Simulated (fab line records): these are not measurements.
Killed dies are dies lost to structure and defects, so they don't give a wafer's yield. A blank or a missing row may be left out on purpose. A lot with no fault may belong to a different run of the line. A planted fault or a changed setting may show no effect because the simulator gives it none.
Comparing a struck lot with a sound one || flow n5-finfet || 40 steps out of a route of 1938
Sound: the wafers L240.2, L240.5, L240.6. Struck: wafer L255.2. (L255.5 of the same lot was not struck and is left out.) The cause comes at the end.
Order at every step that has rows: each side's tool, ch and its chambers, its first start. Under that, the readings that differ: sound wafers || struck wafers || difference of the means || sigmas: that difference in standard deviations of wafers without a fault.
alike: a reading whose means differ by less than 2 such deviations, as well as words and numbers matching on both sides. not compared: withheld readings; readings where some wafer has no value; bounds like >300 that might hide an equal value; numbers whose values overlap and for which the record gives no deviation.
Wherever a step has rows on one side only, a row that says differs or no value, or a row with sigmas, the two part there. Numbers that don't overlap but have no deviation are shown without sigmas and don't part them. A reading that every wafer of one side lacks parts them only if that side has two wafers or more.

first, 9 steps without rows for these wafers: N5_BEOL_M4_ANNEAL_95 (time 240 s); N5_BEOL_M4_SPUTTER_96 (material Cu, target thk 4.5 nm, time 8.29 s); N5_BEOL_M4_ECD_50 (material Cu, target thk 300 nm); N5_BEOL_M4_ANNEAL_51 (time 90 s); N5_BEOL_M4_CMP_52 (polishes, stops on SiOC, t overpolish 6.8 s, target thk 40 nm); N5_BEOL_M4_PRE_CLEAN_60 (time 15 s); N5_BEOL_M4_CO_CAP_55 (material Co, precursor CCTBA/H2, target thk 2 nm, time 102.1 s); N5_BEOL_M4_PRE_CLEAN_56 (time 15 s); N5_BEOL_M4_DEP_57 (deposits SiCN from 3MS/NH3, target thk 8 nm, time 14 s).
N5_BEOL_M4_RC_MEAS_101:
  sound on prober-01 ch 0, day 8 08:46; struck on prober-01 ch 0, day 12 00:28
{"reading": "VT_P (mV)", "sound": "-249 -248 -244", "struck": -254, "difference": -7, "sigmas": -2}
  alike: DIBL_N, DIBL_P, IOFF_N, IOFF_P, ION_N, ION_P, SS_N, SS_P, VT_N
then, 24 steps without rows for these wafers: N5_BEOL_M5_ILD_DEP_00 (deposits SiCOH lowk from DEMS/porogen, target thk 140.64 nm, time 25.9 s); N5_BEOL_M5_CURE_79 (cures SiCOH lowk, time 240 s); N5_BEOL_M5_PECVD_70 (deposits SiO2 from TEOS/O2, target thk 16 nm, time 18 s); N5_BEOL_M5_HM_DEP_02 (deposits TiN, target thk 20 nm); N5_BEOL_M5_COAT_59 (time 60 s, resist thk 60 nm); N5_BEOL_M5_COAT_60 (time 60 s, resist thk 12 nm); N5_BEOL_M5_COAT_71 (time 60 s, resist thk 5 nm); N5_BEOL_M5_COAT_05 (resist thk 30 nm); N5_BEOL_M5_EBR_07; N5_BEOL_M5_SOFTBAKE_06 (time 60 s); N5_BEOL_M5_EXPOSE_08 (exposes mask M5, target cd 28 nm); N5_BEOL_M5_PEB_09 (peb time 60 s); N5_BEOL_M5_DEVELOP_10 (develop time 30 s); N5_BEOL_M5_DESCUM_16 (chemistry O2, time 7 s); N5_BEOL_M5_ETCH_72 (etches underlayer in N2/H2, target depth 6.5 nm, time 5.2 s); N5_BEOL_M5_ETCH_61 (etches SiARC in CF4, target depth 15.6 nm, time 26 s); N5_BEOL_M5_ETCH_62 (etches SOC in N2/H2, target depth 75 nm, overetch 15 nm, time 112.5 s); N5_BEOL_M5_STRIP_63 (strips in N2/H2); N5_BEOL_M5_STRIP_73 (strips in N2/H2); N5_BEOL_M5_STRIP_64 (strips in CF4); N5_BEOL_M5_HM_OPEN_17 (chemistry Cl2/BCl3, target TiN, target depth 20 nm, overetch 6 nm); N5_BEOL_M5_STRIP_19 (strips in O2); N5_BEOL_M5_COAT_65 (time 60 s, resist thk 60 nm); N5_BEOL_M5_COAT_66 (time 60 s, resist thk 12 nm).
N5_BEOL_M6_ETCH_62: etches SOC in N2/H2, target depth 110 nm, overetch 22 nm, time 165 s.
  sound on rie-diel-05 ch 1,2,3, day 9 00:02; struck on rie-diel-05 ch 0, day 12 16:41
{"reading": "throttle-valve-pct (%)", "sound": "17.66 17.77 18.07", "struck": 18.31, "difference": "+0.48", "sigmas": "+2"}
{"reading": "model.etch.depth-nm (nm)", "sound": "99.59 99.88 99.3", "struck": 95.64, "difference": -3.95, "sigmas": ""}
{"reading": "model.SiARC_of_BEOL_M6_COAT_60.thk-nm (nm)", "sound": "28 28 28.4", "struck": 30, "difference": "+2", "sigmas": ""}
{"reading": "model.BEOL_M6.cd-offset-nm (nm)", "sound": "0.4 -0.2 0.8", "struck": -1.8, "difference": -2.1, "sigmas": ""}
  alike: drypump-motor-current-A, oes-product-au, rf-vpp-V, showerhead-plenum-p-Torr
  not compared: rf-fwd-power-W, rf-hours-counter-h
N5_BEOL_M6_CD_MEAS_18: pitch 80 nm, target cd 40 nm.
  struck on cd-sem-02, day 12 17:08; sound on cd-sem-02, day 9 00:28
  not compared: cd-nm
N5_BEOL_M6_VIA_ETCH_34: etches SiCOH lowk in C4F6/O2, target depth 126.3 nm, time 50.9 s.
  sound on rie-diel-04 ch 1,2, day 9 02:21; struck on rie-diel-04 ch 1, day 12 18:29
{"reading": "oes-product-au (a.u.)", "sound": "0.85 0.69 0.86", "struck": 0.38, "difference": -0.42, "sigmas": -6}
  alike: drypump-motor-current-A, rf-fwd-power-W, rf-vpp-V, showerhead-plenum-p-Torr, throttle-valve-pct
  not compared: rf-hours-counter-h
N5_BEOL_M6_OCD_MEAS_38:
  struck on ocd-02, day 12 18:50; sound on ocd-02, day 9 02:43
{"reading": "trench-depth-nm (nm)", "sound": "91.7 89.3 93.0", "struck": 15.2, "difference": -76.1, "sigmas": -38}
N5_BEOL_M6_CD_MEAS_35: target cd 40 nm, target cd y 28 nm.
  struck on cd-sem-01, day 12 18:59; sound on cd-sem-03, day 9 02:53
  not compared: cd-nm
-- a jump in the record: the struck wafers' starts before and after are 4 days apart (it breaks off in module BEOL_M6 and resumes in module PASSIVATION, where the first step shown is number 1936 of the route) --
N5_PASSIVATION_PROBE_49:
  struck on prober-01, day 16 14:50; sound on prober-02, day 12 19:14
{"reading": "defect-limited-yield (%)", "sound": "91.2 92.5 90.5", "struck": 16.4, "difference": -75.0, "sigmas": -62}
{"reading": "killed_at_M4_up", "sound": "25 8 16", "struck": 892, "difference": "+876", "sigmas": "+99 or more"}
{"reading": "killed-dies", "sound": "104 89 112", "struck": 987, "difference": "+885", "sigmas": "+59"}
{"reading": "killed-on-rim", "sound": "14 8 16", "struck": 83, "difference": "+70", "sigmas": "+20"}
{"reading": "sort_bin_5_function (%)", "sound": "5.4 3.7 5.4", "struck": 80.3, "difference": "+75.5", "sigmas": "+98"}
{"reading": "sort-n-pass", "sound": "1076 1091 1068", "struck": 193, "difference": -885, "sigmas": -59}
{"reading": "sort-yield-pct (%)", "sound": "91.2 92.5 90.5", "struck": 16.4, "difference": -75.0, "sigmas": -62}
  alike: killed_at_M0_to_M3, killed-at-contacts, killed-at-front-end, killed-at-other, killed-open, killed-short, sort_bin_6_memory

## WHERE THEY PART
Earliest at N5_BEOL_M4_RC_MEAS_101; latest, in this record, at N5_PASSIVATION_PROBE_49.

WHY: the cause the simulator had injected
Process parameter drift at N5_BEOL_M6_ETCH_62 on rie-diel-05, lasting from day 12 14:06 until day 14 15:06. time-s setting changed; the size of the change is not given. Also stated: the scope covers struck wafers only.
